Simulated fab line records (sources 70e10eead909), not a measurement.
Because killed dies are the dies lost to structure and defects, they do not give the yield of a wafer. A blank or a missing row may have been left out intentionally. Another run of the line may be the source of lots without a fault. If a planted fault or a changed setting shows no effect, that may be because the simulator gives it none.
Chamber matching + flow nandHarc + pecvd-04 running NHARC_P_M1_PRE_CLEAN_32: 3 sister chambers
The step time 12 s. 20 wafers are shown with their chamber, then 10 later ones without.

EACH WAFER AND ITS CHAMBER
| wafer  | chamber | heaterPowerW (W) |
|--------|---------|------------------|
| L077.1 | 2       | 690              |
| L077.3 | 1       | 639              |
| L077.6 | 2       | 694              |
| L080.3 | 2       | 693              |
| L080.4 | 0       | 645              |
| L080.5 | 1       | 565              |
| L080.1 | 0       | 664              |
| L080.2 | 1       | 563              |
| L080.6 | 2       | 699              |
| L082.2 | 2       | 595              |
| L082.5 | 2       | 611              |
| L082.6 | 1       | 581              |
| L084.4 | 0       | 702              |
| L084.5 | 1       | 665              |
| L084.6 | 2       | 710              |
| L086.1 | 0       | 651              |
| L086.2 | 2       | 678              |
| L086.6 | 1       | 606              |
| L087.1 | 0       | 578              |
| L087.2 | 2       | 582              |

SIGNATURES, as means of the wafers listed above
| reading      | chamber 0 | chamber 1 | chamber 2 | scatter within a chamber |
|--------------|-----------|-----------|-----------|--------------------------|
| heaterPowerW | 648.00    | 603.17    | 661.33    | 46.6                     |
Rule: distance of a wafer from a chamber = root of the sum over the readings of ((wafer's reading minus chamber's mean) / reading's scatter) squared. The wafer belongs to the nearest chamber; if the next one is less than 2 further off, it can't be placed. How the scatter is found: for the shown wafers, subtract from each reading the mean of its chamber, square and add these, divide the total by (wafers less chambers), then take the root.

WAFERS WITHOUT THEIR CHAMBER
| wafer  | heaterPowerW (W) |
|--------|------------------|
| L087.3 | 638              |
| L090.1 | 657              |
| L090.5 | 611              |
| L090.6 | 631              |
| L093.1 | 568              |
| L093.3 | 647              |
| L093.4 | 567              |
| L096.1 | 616              |
| L096.4 | 658              |
| L096.5 | 671              |

WHICH CHAMBER EACH ONE RAN IN
| wafer  | from the rows above          | in truth |
|--------|------------------------------|----------|
| L087.3 | can't be placed: 0 or 2 or 1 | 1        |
| L090.1 | can't be placed: 2 or 0 or 1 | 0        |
| L090.5 | can't be placed: 1 or 0 or 2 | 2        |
| L090.6 | can't be placed: 0 or 1 or 2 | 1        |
| L093.1 | can't be placed: 1 or 0 or 2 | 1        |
| L093.3 | can't be placed: 0 or 2 or 1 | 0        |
| L093.4 | can't be placed: 1 or 0 or 2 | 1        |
| L096.1 | can't be placed: 1 or 0 or 2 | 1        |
| L096.4 | can't be placed: 2 or 0 or 1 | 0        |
| L096.5 | can't be placed: 2 or 0 or 1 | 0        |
0 of 10 placed correctly. Cannot be placed on the basis of these rows: 10; the candidates contain the true chamber in 10. Placed wrongly: 0.
